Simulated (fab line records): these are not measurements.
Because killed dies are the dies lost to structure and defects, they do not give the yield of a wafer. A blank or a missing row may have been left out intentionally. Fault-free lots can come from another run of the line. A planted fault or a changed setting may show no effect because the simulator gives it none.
Comparing a struck lot with a sound one | flow n5 finfet | 35 out of 1938 route steps
Sound: wafers L778.2, L778.4, L778.6. The struck wafers were L784.1, L784.2, L784.3. The cause comes at the end.
Order at every step that has rows: each side's tool, ch and its chambers, its first start. Under that, the readings that differ: sound wafers | struck wafers | difference of the means | sigmas: that difference in standard deviations of wafers without a fault.
alike: readings whose means differ by less than 2 such deviations, and words and numbers that are the same on both sides. not compared: withheld readings, readings that some wafer has no value for, bounds like >300 that may hide the same value, and numbers for which the record gives no deviation and whose values overlap.
The two part at a step that has a row with sigmas, a row that says differs or no value, or rows on one side only. Numbers that have no deviation but don't overlap get no sigmas and don't part them. A reading missing from all wafers of one side parts the sides only when that side holds two or more wafers.

first, 11 steps without rows for these wafers: N5_BEOL_M10_HM_STRIP_39 (strips TiN in peroxide tin strip, target depth 25 nm, time 158 s); N5_BEOL_M10_SRD_40 (time 30 s); N5_BEOL_M10_PRECLEAN_42 (cleans in residue remover, time 60 s); N5_BEOL_M10_SRD_43 (time 30 s); N5_BEOL_M10_CURE_72 (cures SiCOH lowk, time 120 s); N5_BEOL_M10_DEGAS_44 (time 60 s); N5_BEOL_M10_PRE_CLEAN_45 (time 30 s); N5_BEOL_M10_ALD_74 (deposits TaN, target thk 2 nm, pulse time 2 s, purge time 3 s); N5_BEOL_M10_SURFACE_TREAT_76; N5_BEOL_M10_CVD_75 (deposits Co from CCTBA/H2, target thk 2 nm, time 138.9 s); N5_BEOL_M10_SPUTTER_48 (material Cu, target thk 12 nm, time 2 s).
N5_BEOL_M10_ECD_50: material Cu, target thk 318 nm.
  sound on ecd cu-02 ch 0,1, day 12 18:49; struck on ecd cu-02 ch 0,1, day 14 23:56
then, 22 steps without rows for these wafers: N5_BEOL_M10_ANNEAL_51 (time 90 s); N5_BEOL_M10_CMP_52 (polishes, stops on SiCOH lowk, t overpolish 7 s, target thk 140 nm); N5_BEOL_M10_PRE_CLEAN_55 (time 15 s); N5_BEOL_M10_DEP_56 (deposits SiCN from 3MS/NH3, target thk 15 nm, time 26.5 s); N5_BEOL_M11_ILD_DEP_00 (deposits SiCOH lowk from DEMS/porogen, target thk 308.51 nm, time 58 s); N5_BEOL_M11_CURE_71 (cures SiCOH lowk, time 240 s); N5_BEOL_M11_PECVD_70 (deposits SiO2 from TEOS/O2, target thk 20 nm, time 22.7 s); N5_BEOL_M11_HM_DEP_02 (deposits TiN, target thk 20 nm); N5_BEOL_M11_COAT_59 (time 60 s, resist thk 100 nm); N5_BEOL_M11_COAT_60 (time 60 s, resist thk 30 nm); N5_BEOL_M11_COAT_05 (resist thk 90 nm); N5_BEOL_M11_EBR_07; N5_BEOL_M11_SOFTBAKE_06 (time 60 s); N5_BEOL_M11_EXPOSE_08 (exposes mask M11); N5_BEOL_M11_PEB_09 (peb time 60 s); N5_BEOL_M11_DEVELOP_10 (develop time 30 s); N5_BEOL_M11_DESCUM_16 (chemistry O2, time 7.9 s); N5_BEOL_M11_ETCH_61 (etches SiARC in CF4, target depth 39 nm, time 65 s); N5_BEOL_M11_ETCH_62 (etches SOC in N2/H2, target depth 110 nm, overetch 22 nm, time 165 s); N5_BEOL_M11_STRIP_68 (strips in N2/H2); N5_BEOL_M11_STRIP_67 (strips in CF4); N5_BEOL_M11_HM_OPEN_17 (chemistry Cl2/BCl3, target TiN, target depth 20 nm, overetch 6 nm).
N5_PASSIVATION_PROBE_49:
  record: rows for the struck wafers here (prober-01, day 16 19:44), none for the sound ones

## WHERE THEY PART
Only at N5_PASSIVATION_PROBE_49, within this record.

WHY: the cause the simulator had injected
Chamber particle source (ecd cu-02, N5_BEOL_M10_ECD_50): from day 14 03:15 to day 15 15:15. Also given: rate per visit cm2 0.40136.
